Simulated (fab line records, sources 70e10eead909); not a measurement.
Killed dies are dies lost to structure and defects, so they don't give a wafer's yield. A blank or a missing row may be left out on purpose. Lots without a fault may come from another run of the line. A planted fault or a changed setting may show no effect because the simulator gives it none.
A struck lot beside a sound one | flow nand_harc | 17 steps out of a route of 1302
Sound: wafers L135.1, L135.2, L135.6. Struck: wafer L140.3. (L140.2 of the same lot was not struck and is left out.) The cause comes at the end.
At each step with rows: each side's tool, then ch and its chambers, then its first start. Under that, the readings that differ: sound wafers | struck wafers | difference of the means | sigmas: that difference in standard deviations of wafers without a fault.
alike: readings whose means differ by less than 2 such deviations, and words and numbers that are the same on both sides. not compared: withheld readings, readings that some wafer has no value for, bounds like >300 that may hide the same value, and numbers for which the record gives no deviation and whose values overlap.
The two part at a step that has a row with sigmas, a row that says differs or no value, or rows on one side only. Numbers that don't overlap but have no deviation are shown without sigmas and don't part them. A reading that every wafer of one side lacks parts them only if that side has two wafers or more.

first, 1 step without rows for these wafers: NHARC_P_BONDPAD_HARDBAKE_10 (time 65 s).
NHARC_P_BONDPAD_DESCUM_11: chemistry O2, time 3 s.
  sound on rie_diel-11 ch 0,1, day 12 15:25; struck on rie_diel-04 ch 2, day 14 15:33
  alike: drypump_motor_current_A, oes_product_au, rf_vpp_V, showerhead_plenum_p_Torr, throttle_valve_pct
  not compared: rf_hours_counter_h
then, 2 steps without rows for these wafers: NHARC_P_BONDPAD_ETCH_37 (etches the open film in N2/H2, target depth 60 nm, overetch 18 nm, time 65.91 s); NHARC_P_BONDPAD_ETCH_12 (etches the open film in CHF3/O2, target depth 200 nm, time 100 s).
NHARC_P_BONDPAD_CD_MEAS_13:
  sound on cd_sem-01, day 12 15:43; struck on cd_sem-01, day 14 15:52
  alike: cd_nm
NHARC_P_BONDPAD_STRIP_15: strips in O2.
  sound on rie_diel-02 ch 0,1, day 12 15:47; struck on rie_diel-11 ch 1, day 14 15:57
  alike: drypump_motor_current_A, oes_product_au, rf_vpp_V, showerhead_plenum_p_Torr, throttle_valve_pct
  not compared: rf_hours_counter_h
NHARC_P_BONDPAD_ETCH_24: etches the open film in CF4/N2, target depth 30 nm, time 72.99 s.
  sound on rie_diel-02 ch 1,2; struck on rie_diel-11 ch 0
  alike: bias_w, drypump_motor_current_A, n2_flow_sccm, oes_product_au, rf_vpp_V, showerhead_plenum_p_Torr, throttle_valve_pct
  not compared: rf_hours_counter_h
then, 4 steps without rows for these wafers: NHARC_P_BONDPAD_STRIP_16 (strips in post etch residue remover, time 600 s); NHARC_P_BONDPAD_DEGAS_25 (time 60 s); NHARC_P_BONDPAD_PRE_CLEAN_26 (time 30 s); NHARC_P_BONDPAD_PVD_17 (deposits TaN, target thk 5 nm, time 8.06 s).
NHARC_P_BONDPAD_PVD_27: deposits Cu, target thk 30 nm, time 20.49 s.
  sound on pvd_sputter-02; struck on pvd_sputter-02
  alike: substrate_temp_c, throttle_valve_pct
NHARC_P_BONDPAD_ECD_18: material Cu, target thk 400 nm.
  sound on ecd_cu-02 ch 0,1, day 12 16:44; struck on ecd_cu-02 ch 0,1, day 14 16:54
NHARC_P_BONDPAD_ANNEAL_28: time 90 s.
  sound on rtp_anneal-02 ch 0, day 12 17:07; struck on rtp_anneal-02 ch 0, day 14 17:17
  alike: wafer_temp_C_max
then, 1 step without rows for these wafers: NHARC_P_BONDPAD_CMP_19 (polishes, t overpolish 30 s, cu recess touch 16 s, target thk 160.81 nm).
NHARC_P_BONDPAD_THK_MEAS_20: measures by xrf.
  sound on film_metro-01, day 12 17:47; struck on film_metro-02, day 14 17:54
  reading     | sound             | struck | difference | sigmas
  thk_nm (nm) | 159.0 158.9 160.9 | 106.5  | -53.1      | -31
then, 1 step without rows for these wafers: NHARC_P_BONDPAD_SRD_21 (time 30 s, dry time 20 s).

WHERE THEY PART
Only at NHARC_P_BONDPAD_THK_MEAS_20, within this record.

WHY: what the simulator had put in
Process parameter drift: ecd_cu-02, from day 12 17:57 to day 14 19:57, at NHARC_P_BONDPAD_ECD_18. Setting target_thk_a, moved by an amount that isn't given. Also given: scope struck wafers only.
